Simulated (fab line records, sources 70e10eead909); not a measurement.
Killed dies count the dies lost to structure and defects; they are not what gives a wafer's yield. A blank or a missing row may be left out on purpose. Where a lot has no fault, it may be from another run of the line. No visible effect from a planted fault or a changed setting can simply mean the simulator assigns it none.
fab line records	flow nandHarc
[record] lots = 13	wafers = 38	lastDay = 31
route steps=1302 shown A_ONON_D1@443 A_CHANNEL_HOLE_D1@467 END@1302
lots with no fault: from the same line, run without faults
startH: hours from the record's opening day to when the first of the lot's shown wafers began	waitH: hours elapsed since this lot's preceding step	" repeats the value in the row above	L1.1+2: a row that stands for several wafers	- no value, or no start was given	* or withheld: withheld	< > ~ a bound
route shown NAME@n: NAME is a module with steps in the file, n the number in the route of the first one	usual: mean/standard deviation of fault-free wafers	same: alike in all rows	chamber/n: place in a boat	sites: per-site readings	_std_site: their standard deviation	_edge_site: outer sites' mean less inner sites'	radiusMm: how far each site lies from the wafer's centre	mask NAME#n: copy n	behind: the most recent tool/chamber to have shaped the wafer	hold: the reason the lot was held/the length of the hold in hours/how it ended	device: which transistor (n, p or np) failed to switch	end of line: the tests these same wafers got at the end of their route	a step with no rows: only its recipe	killed: count of dies lost to structure and defects at first sort (not the wafer's yield)	map: the dies of a wafer, with x for killed, . for not killed, _ for no die there
set.NAME: the setting as run; set.NAME@STEP: as run at that earlier step	model.NAME: the simulator's own value behind a step, which no gauge read
a sample of lots followed through the steps of the route, with each step as a table and each wafer as a row
services: a tool's chamber out of use, with start hour (startH, from the record's first day; less than 0 if before it), hours out, and reason
[[steps]]
[step NHARC_A_ONON_D1_THK_MEAS_27]
[recipe] thkMeasGauge = ellipsometry
[usual] thkNm = 999/7.5
lot.wafer	tool	chamber	startH	waitH	thkNm
L864.4	filmMetro-02	-	171.73	-	999
L864.5	"	-	"	"	997
L864.6	"	-	"	"	997
L866.2	filmMetro-02	-	190.67	-	987
L866.4	"	-	"	"	986
L866.5	"	-	"	"	985
L865.2	filmMetro-02	-	191.01	-	991
L865.3	"	-	"	"	990
L865.5	"	-	"	"	990
L867.1	filmMetro-02	-	204.30	-	995
L867.2	"	-	"	"	995
L867.3	"	-	"	"	995
L872.1	filmMetro-02	-	251.69	-	996
L872.3	"	-	"	"	995
L872.6	"	-	"	"	996
L873.1	filmMetro-02	-	264.48	-	1001
L873.4	"	-	"	"	1002
L873.6	"	-	"	"	1001
L874.2	filmMetro-01	-	274.67	-	1004
L874.5	"	-	"	"	1003
L874.6	"	-	"	"	1002
L875.1	filmMetro-01	-	279.63	-	1001
L875.2	"	-	"	"	1004
L875.3	"	-	"	"	1002
L876.3	filmMetro-01	-	289.25	-	989
L876.4	"	-	"	"	988
L876.6	"	-	"	"	986
L877.2	filmMetro-02	-	304.94	-	997
L877.5	"	-	"	"	997
L877.6	"	-	"	"	998
L879.2	filmMetro-02	-	322.95	-	1007
L879.4	"	-	"	"	1006
L879.5	"	-	"	"	1005
L880.3	filmMetro-02	-	338.92	-	994
L880.4	"	-	"	"	992
L880.6	"	-	"	"	994
L881.3	filmMetro-02	-	349.68	-	993
L881.6	"	-	"	"	993
[step NHARC_A_ONON_D1_INSPECT_32]
[usual] rawDefectCount = 71/25
lot.wafer	tool	chamber	startH	waitH	rawDefectCount
L864.4	defectInspect-02	-	172.83	0.0	60
L864.5	"	-	"	"	58
L864.6	"	-	"	"	70
L866.2	defectInspect-02	-	191.79	0.0	86
L866.4	"	-	"	"	38
L866.5	"	-	"	"	31
L865.2	defectInspect-02	-	192.11	0.0	54
L865.3	"	-	"	"	53
L865.5	"	-	"	"	68
L867.1	defectInspect-02	-	205.43	0.0	79
L867.2	"	-	"	"	44
L867.3	"	-	"	"	57
L872.1	defectInspect-01	-	252.82	0.0	50
L872.3	"	-	"	"	63
L872.6	"	-	"	"	106
L873.1	defectInspect-01	-	265.61	0.0	41
L873.4	"	-	"	"	45
L873.6	"	-	"	"	47
L874.2	defectInspect-01	-	275.79	0.0	116
L874.5	"	-	"	"	60
L874.6	"	-	"	"	85
L875.1	defectInspect-02	-	280.86	0.0	51
L875.2	"	-	"	"	56
L875.3	"	-	"	"	55
L876.3	defectInspect-02	-	290.35	0.0	46
L876.4	"	-	"	"	76
L876.6	"	-	"	"	45
L877.2	defectInspect-01	-	306.04	0.0	70
L877.5	"	-	"	"	106
L877.6	"	-	"	"	82
L879.2	defectInspect-02	-	324.06	0.0	65
L879.4	"	-	"	"	87
L879.5	"	-	"	"	59
L880.3	defectInspect-01	-	340.04	0.0	77
L880.4	"	-	"	"	83
L880.6	"	-	"	"	94
L881.3	defectInspect-02	-	350.79	0.0	129
L881.6	"	-	"	"	108
[step NHARC_A_CHANNEL_HOLE_D1_ETCH_39]
[recipe] targetDepthA = 2600	overEtchFrac = 0.3	timeS = 325	ionEnergyEv = 200	n2FlowSccm = 150	h2FlowSccm = 150	arFlowSccm = 0	rfW = 400	biasW = 150	chemistry = N2/H2
[usual] drypumpMotorCurrentA = 5.6/0.39	oesProductAu = 1.002/0.0071	rfVppV = 430.2/3	showerheadPlenumPTorr = 2.03/0.1	throttleValvePct = 14.173/0.0081
[same] timeS = 325
lot.wafer	tool	chamber	startH	waitH	drypumpMotorCurrentA	oesProductAu	rfHoursCounterH	rfVppV	showerheadPlenumPTorr	throttleValvePct
L864.4	rieDiel-05	3	179.72	-	5.7	1.003	10	431.4	2.03	14.180
L864.5	"	0	"	"	5.0	1.000	-	436.4	2.18	14.167
L864.6	"	1	"	"	5.2	0.995	-	425.4	1.89	14.168
L866.4	rieDiel-05	3	197.67	-	5.7	0.998	11	430.6	2.02	14.186
L866.2	"	0	"	"	5.0	1.007	10	432.6	2.18	14.168
L866.5	"	2	"	"	5.7	1.005	-	430.2	2.07	14.170
L865.2	rieDiel-01	1	197.87	-	5.5	1.004	54	431.5	2.06	14.172
L865.3	"	2	"	"	5.7	1.009	53	426.8	1.87	14.162
L865.5	"	0	"	"	5.4	1.009	-	429.4	2.02	14.172
L867.2	rieDiel-06	1	208.74	-	6.3	1.011	27	428.5	1.97	14.180
L867.1	"	3	"	"	5.6	1.001	24	427.9	1.94	14.171
L867.3	"	0	"	"	5.3	1.003	25	426.5	1.94	14.159
L872.3	rieDiel-06	2	258.30	-	6.1	0.995	39	435.0	2.18	14.167
L872.1	"	3	"	"	5.7	1.012	37	428.3	1.93	14.162
L872.6	"	2	"	"	6.2	0.991	-	434.0	2.18	14.176
L873.1	rieDiel-01	0	268.85	-	5.4	0.993	19	429.2	2.02	14.148
L873.4	"	2	"	"	5.8	0.996	17	435.9	2.21	14.175
L873.6	"	1	"	"	5.4	1.003	-	430.5	2.06	14.173
L874.2	rieDiel-05	2	279.61	-	5.7	1.004	2	431.6	2.07	14.164
L874.5	"	1	"	"	5.2	0.995	-	426.9	1.88	14.182
L874.6	"	2	"	"	5.7	0.993	-	432.7	2.07	14.167
L875.3	rieDiel-05	1	284.04	-	5.2	1.002	3	425.9	1.88	14.174
L875.1	"	2	"	"	5.7	1.008	3	431.1	2.07	14.169
L875.2	"	3	"	"	5.8	0.997	3	429.5	2.02	14.176
L876.3	rieDiel-05	0	293.28	-	5.0	0.993	5	434.9	2.18	14.170
L876.4	"	1	"	"	5.2	1.005	4	427.8	1.88	14.187
L876.6	"	0	"	"	5.0	0.997	-	433.1	2.18	14.175
L877.2	rieDiel-05	3	312.60	-	5.7	1.003	6	429.6	2.02	14.174
L877.6	"	3	"	"	5.8	0.999	-	431.4	2.02	14.170
L877.5	"	0	"	"	5.0	0.997	-	433.5	2.18	14.180
L879.2	rieDiel-06	3	328.04	-	5.6	1.020	5	426.9	1.93	14.170
L879.4	"	0	"	"	5.2	1.003	5	427.8	1.93	14.188
L879.5	"	1	"	"	6.3	0.997	-	427.4	1.96	14.180
L880.4	rieDiel-05	3	345.18	-	5.8	0.995	8	430.0	2.02	14.177
L880.3	"	1	"	"	5.2	1.309	8	424.6	1.88	14.172
L880.6	"	0	"	"	5.0	1.001	-	434.3	2.18	14.159
L881.3	rieDiel-05	0	354.82	-	4.9	1.302	9	434.6	2.18	14.183
L881.6	"	3	"	"	5.8	0.998	-	428.8	2.02	14.177
[step NHARC_A_CHANNEL_HOLE_D1_ETCH_25]
[recipe] biasV = 5000	sourceW = withheld	pressureMtorr = 20	timeS = 1040.2	arFlowSccm = 375	c4f8FlowSccm = 93.8	o2FlowSccm = 31.2	tempC = -20	targetDepthA = 15000	chemistry = C4F8/O2/Ar
[usual] drypumpMotorCurrentA = 5.4/0.37	showerheadPlenumPTorr = 3.64/0.074	throttleValvePct = 32.237/0.0088
[same] timeS = 1040.2
lot.wafer	tool	chamber	startH	waitH	drypumpMotorCurrentA	rfHoursCounterH	showerheadPlenumPTorr	throttleValvePct
L864.4	harEtch-01	1	185.44	0.7	4.9	-	3.72	32.223
L864.5	"	1	"	"	4.9	-	3.72	32.249
L864.6	"	0	"	"	5.8	-	3.57	32.226
L866.2	harEtch-02	0	202.08	0.7	5.8	305	3.66	32.235
L866.4	"	0	"	"	5.7	-	3.66	32.230
L866.5	"	1	"	"	5.3	-	3.76	32.237
L865.2	harEtch-01	0	203.94	0.7	5.8	102	3.56	32.236
L865.3	"	0	"	"	5.8	-	3.56	32.230
L865.5	"	0	"	"	5.8	-	3.56	32.244
L867.2	harEtch-01	1	212.70	0.6	4.9	106	3.72	32.233
L867.1	"	0	"	"	5.8	106	3.56	32.224
L867.3	"	0	"	"	5.8	-	3.56	32.238
L872.1	harEtch-02	1	266.55	0.7	5.3	339	3.74	32.239
L872.3	"	1	"	"	5.3	-	3.74	32.252
L872.6	"	0	"	"	5.7	-	3.65	32.228
L873.1	harEtch-01	1	274.36	0.6	4.9	144	3.70	32.247
L873.4	"	0	"	"	5.8	-	3.54	32.230
L873.6	"	0	"	"	5.8	-	3.54	32.244
L875.2	harEtch-01	1	287.92	0.6	4.9	152	3.69	32.244
L875.1	"	0	"	"	5.8	152	3.53	32.239
L875.3	"	1	"	"	4.9	-	3.69	32.228
L874.2	harEtch-02	0	289.59	1.3	5.8	-	3.64	32.234
L874.5	"	0	"	"	5.8	-	3.64	32.245
L874.6	"	0	"	"	5.8	-	3.64	32.244
L876.4	harEtch-02	1	297.48	0.7	5.3	-	3.73	32.238
L876.3	"	0	"	"	5.7	-	3.63	32.234
L876.6	"	0	"	"	5.7	-	3.63	32.241
L877.2	harEtch-01	1	316.51	0.6	4.9	171	3.68	32.223
L877.6	"	1	"	"	4.9	-	3.68	32.235
L877.5	"	0	"	"	5.8	-	3.52	32.230
L879.2	harEtch-02	0	335.04	0.6	5.7	381	3.62	32.232
L879.4	"	1	"	"	5.3	-	3.72	32.230
L879.5	"	1	"	"	5.3	-	3.72	32.235
L880.4	harEtch-02	1	349.38	0.7	5.3	-	3.72	32.256
L880.3	"	0	"	"	5.7	-	3.62	32.245
L880.6	"	1	"	"	5.3	-	3.72	32.241
L881.3	harEtch-01	0	359.60	0.7	5.8	-	3.51	32.246
L881.6	"	0	"	"	5.8	-	3.51	32.249
[step NHARC_END_SORT_01]
[recipe] tempC = 25
[usual] killedAtArray = 52/19	killedAtOther = 0.8/1	killedAtPeriphery = 3.7/2.5	killedDies = 56/19	killedOpen = 3.5/2	killedShort = 2.2/1.4
[same] grossDies = 677
lot.wafer	tool	chamber	startH	waitH	killedAtArray	killedAtOther	killedAtPeriphery	killedDies	killedOpen	killedShort
L879.2	prober-02	0	705.41	2.8	77	1	0	78	1	5
L879.4	prober-02	0	707.02	3.4	59	0	2	61	1	2
L879.5	prober-02	0	707.82	3.7	48	0	1	49	3	1
// killed by level:class
L879.2 A_CHANNEL_HOLE_D2:chamberFilmFlake=30 A_CHANNEL_HOLE_D1:chamberFilmFlake=29 A_STAIRCASE:chamberFilmFlake=5 A_CONTACT:chamberFilmFlake=3 A_CHANNEL_FILL_D2:geometricParticle:short=2 A_SLIT:chamberFilmFlake=2 A_ONON_D2:geometricParticle:short=1 A_CHANNEL_FILL_D2:geometricParticle:open=1
L879.4 A_CHANNEL_HOLE_D2:chamberFilmFlake=24 A_CHANNEL_HOLE_D1:chamberFilmFlake=14 A_STAIRCASE:chamberFilmFlake=8 A_CONTACT:chamberFilmFlake=4 A_WL_FILL:geometricParticle:short=2 A_CHANNEL_FILL_D1:chamberFilmFlake=2 A_WL_FILL:chamberFilmFlake=2 P_M0:geometricParticle:open=1
L879.5 A_CHANNEL_HOLE_D2:chamberFilmFlake=18 A_CHANNEL_HOLE_D1:chamberFilmFlake=13 A_CONTACT:chamberFilmFlake=6 A_STAIRCASE:chamberFilmFlake=3 A_WL_FILL:chamberFilmFlake=3 P_GATE:geometricParticle:open=1 A_ONON_D2:geometricParticle:short=1 A_CHANNEL_FILL_D2:geometricParticle:open=1
[[services]]
tool	chamber	startH	hours	kind
rieDiel-05	0	159.70	-	clean
rieDiel-05	1	159.70	-	clean
rieDiel-05	2	159.70	-	clean
rieDiel-05	3	159.70	-	clean
rieDiel-06	-	168.56	0.6	repair
rieDiel-05	0	184.20	-	clean
rieDiel-05	1	184.20	-	clean
rieDiel-05	2	184.20	-	clean
rieDiel-05	3	184.20	-	clean
rieDiel-01	0	184.62	5.9	repair
rieDiel-01	-	207.04	9.0	pm
rieDiel-05	0	208.70	-	clean
rieDiel-05	1	208.70	-	clean
rieDiel-05	2	208.70	-	clean
rieDiel-05	1	217.61	2.8	repair
rieDiel-01	-	220.11	1.7	repair
harEtch-01	-	224.21	2.2	repair
rieDiel-05	-	229.66	9.0	pm
rieDiel-01	-	237.82	0.8	repair
rieDiel-05	-	240.70	0.8	repair
rieDiel-06	1	260.18	18.7	repair
rieDiel-06	-	260.32	0.3	repair
rieDiel-06	-	307.20	9.0	pm
harEtch-01	-	354.24	1.8	repair
[[key]]
[firstSign] step = NHARC_A_CHANNEL_HOLE_D1_ETCH_39	reading = oesProductAu	direction = up	sigmas = 43	usual = 1.002	struck = 1.306
effect none on later readings
metAt NHARC_A_CHANNEL_HOLE_D1_ETCH_39
struckLots L880,L881
struckWafers L880.3,L881.3
testerLeftOut L880,L881
notActingAt NHARC_A_ONON_D1_THK_MEAS_27,NHARC_A_ONON_D1_INSPECT_32,NHARC_A_CHANNEL_HOLE_D1_ETCH_25
onsetBetween 312.60 345.18
[fault] kind = processParameterDrift	tool = rieDiel-05	chamber = -	onsetH = 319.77	steps = NHARC_A_CHANNEL_HOLE_D1_ETCH_39	channel = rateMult	offset = 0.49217	shape = step	endH = 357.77	scope = struckWafersOnly
// testerLeftOut: of these lots the tester's yield and bins aren't shown, on N5 and GAA mostly nor the transistor test; their killed dies are dies lost to structure and defects alone, not to doping, threshold or leakage, so they don't give the yield
